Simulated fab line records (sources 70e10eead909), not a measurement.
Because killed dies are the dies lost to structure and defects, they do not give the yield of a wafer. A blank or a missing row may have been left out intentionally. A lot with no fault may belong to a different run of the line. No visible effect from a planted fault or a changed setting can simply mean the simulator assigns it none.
A struck lot beside a sound one || flow nand-harc || 14 steps out of a route of 1302
Sound: the wafers L369.3, L369.4, L369.6. Struck: wafer L375.1 (L375.3, L375.6, from the same lot, were not struck and are left out); the cause is given at the end.
At each step with rows: each side's tool, then ch and its chambers, then its first start. Under that, the readings that differ: sound wafers || struck wafers || difference of the means || sigmas: that difference in standard deviations of wafers without a fault.
alike: readings whose means differ by less than 2 such deviations, and words and numbers that are the same on both sides. not compared: withheld readings, readings that some wafer has no value for, bounds like >300 that may hide the same value, and numbers for which the record gives no deviation and whose values overlap.
A row with sigmas, a row that says differs or no value, or rows on one side alone: a step with any of these is where the two part. Numbers that don't overlap but have no deviation are shown without sigmas and don't part them. Lack of a reading on every wafer of one side parts them only where that side has two or more wafers.

first, 7 steps without rows for these wafers: NHARC_A_CONTACT_COAT_62 (time 65 s); NHARC_A_CONTACT_COAT_63 (resist thk 90 nm); NHARC_A_CONTACT_SOFTBAKE_64 (time 55 s); NHARC_A_CONTACT_EBR_65; NHARC_A_CONTACT_EXPOSE_66 (exposes mask A CC 2); NHARC_A_CONTACT_PEB_67 (peb time 65 s); NHARC_A_CONTACT_DEVELOP_68 (develop time 35 s).
NHARC_A_CONTACT_CD_MEAS_69: target cd 300 nm.
  sound on cd-sem-01 ch 0, day 21 15:13; struck on cd-sem-03 ch 0, day 24 02:23
  alike: cd-nm
NHARC_A_CONTACT_OVL_MEAS_70:
  struck on overlay-01, day 24 02:29; sound on overlay-01, day 21 15:18
  alike: overlay-x-nm, overlay-y-nm
NHARC_A_CONTACT_INSPECT_71:
  struck on defect-inspect-01, day 24 02:31; sound on defect-inspect-02, day 21 15:20
  alike: raw-defect-count
NHARC_A_CONTACT_DESCUM_74: chemistry O2, time 3 s.
  sound on rie-diel-01 ch 0,1,3, day 21 15:24; struck on rie-diel-01 ch 0, day 24 02:35
  alike: drypump-motor-current-A, oes-product-au, rf-vpp-V, showerhead-plenum-p-Torr, throttle-valve-pct
  not compared: rf-hours-counter-h
NHARC_A_CONTACT_ETCH_75: etches the open film in CF4, target depth 39 nm, time 65 s.
  sound on rie-diel-01 ch 0,1,3, day 21 15:30; struck on rie-diel-01 ch 2, day 24 02:40
  alike: cf4-flow-sccm, drypump-motor-current-A, oes-product-au, rf-vpp-V, showerhead-plenum-p-Torr, throttle-valve-pct
  not compared: rf-hours-counter-h
NHARC_A_CONTACT_ETCH_76: etches the open film in N2/H2, target depth 260 nm, time 475.3 s.
  sound on rie-diel-01 ch 0,1,2, day 21 15:35; struck on rie-diel-01 ch 1, day 24 02:46
{"reading": "oes-product-au (a.u.)", "sound": "1.004 0.993 1.010", "struck": 0.845, "difference": -0.157, "sigmas": -22}
  alike: drypump-motor-current-A, rf-vpp-V, showerhead-plenum-p-Torr, throttle-valve-pct
  not compared: rf-hours-counter-h
NHARC_A_CONTACT_ETCH_77: etches the open film in CF4/CHF3, target depth 108.9 nm, time 54.5 s.
  sound on rie-diel-01 ch 1,3; struck on rie-diel-01 ch 2
{"reading": "oes-product-au (a.u.)", "sound": "0.929 0.920 0.939", "struck": 0.977, "difference": "+0.048", "sigmas": "+3"}
  alike: cf4-flow-sccm, drypump-motor-current-A, rf-vpp-V, showerhead-plenum-p-Torr, throttle-valve-pct
  not compared: rf-hours-counter-h

== WHERE THEY PART ==
At NHARC_A_CONTACT_ETCH_76 first; at NHARC_A_CONTACT_ETCH_77 last (within this record only).

WHY: the cause the simulator had injected
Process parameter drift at NHARC_A_CONTACT_ETCH_76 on rie-diel-01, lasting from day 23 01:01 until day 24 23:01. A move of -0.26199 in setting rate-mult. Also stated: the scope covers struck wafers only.
